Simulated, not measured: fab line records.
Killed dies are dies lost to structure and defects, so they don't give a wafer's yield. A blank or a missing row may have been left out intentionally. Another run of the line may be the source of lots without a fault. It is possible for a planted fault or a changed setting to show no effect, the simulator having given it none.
Matching of chambers + flow n5 finfet + rie diel-04 running N5_BEOL_M15_DESCUM_33: 4 sister chambers
The step chemistry O2, time 7.9 s. 4 wafers are shown with their chamber, then 9 later ones without.

== WAFERS WITH THEIR CHAMBER ==
| wafer  | chamber | showerhead plenum p Torr (Torr) |
|--------|---------|---------------------------------|
| L079.2 | 2       | 2.07                            |
| L081.6 | 1       | 2.02                            |
| L083.4 | 3       | 2.05                            |
| L083.5 | 0       | 2.06                            |

== WAFERS WITHOUT THEIR CHAMBER ==
| wafer  | showerhead plenum p Torr (Torr) |
|--------|---------------------------------|
| L087.1 | 2.01                            |
| L087.2 | 2.06                            |
| L087.5 | 2.01                            |
| L093.3 | 2.06                            |
| L093.4 | 2.01                            |
| L093.6 | 2.06                            |
| L091.3 | 2.04                            |
| L091.5 | 2.06                            |
| L091.6 | 2.01                            |

== CHAMBER TAKEN BY EACH ==
| wafer  | from the rows above          | in truth |
|--------|------------------------------|----------|
| L087.1 | 1                            | 1        |
| L087.2 | can't be placed: 0 or 2 or 3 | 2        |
| L087.5 | 1                            | 1        |
| L093.3 | can't be placed: 0 or 2 or 3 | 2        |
| L093.4 | 1                            | 1        |
| L093.6 | can't be placed: 0 or 2 or 3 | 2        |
| L091.3 | can't be placed: 3 or 0 or 1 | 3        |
| L091.5 | can't be placed: 0 or 2 or 3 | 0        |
| L091.6 | 1                            | 1        |
4 of 9 placed correctly. From these rows, 5 cannot be placed; in 5 the true chamber is one of the candidates. Placed wrongly: 0.
How it was worked out, from the rows above alone: a wafer's distance from a chamber is the root of the sum, over the readings, of the square of ((its reading less the chamber's mean) divided by the reading's scatter). The wafer belongs to the nearest chamber; if the next one is less than 2 further off, it can't be placed. A chamber's mean is the mean of its shown wafers. The scatter: with one shown wafer a chamber, the root of the mean of the squares of how far each hidden wafer lies from its nearest shown one.
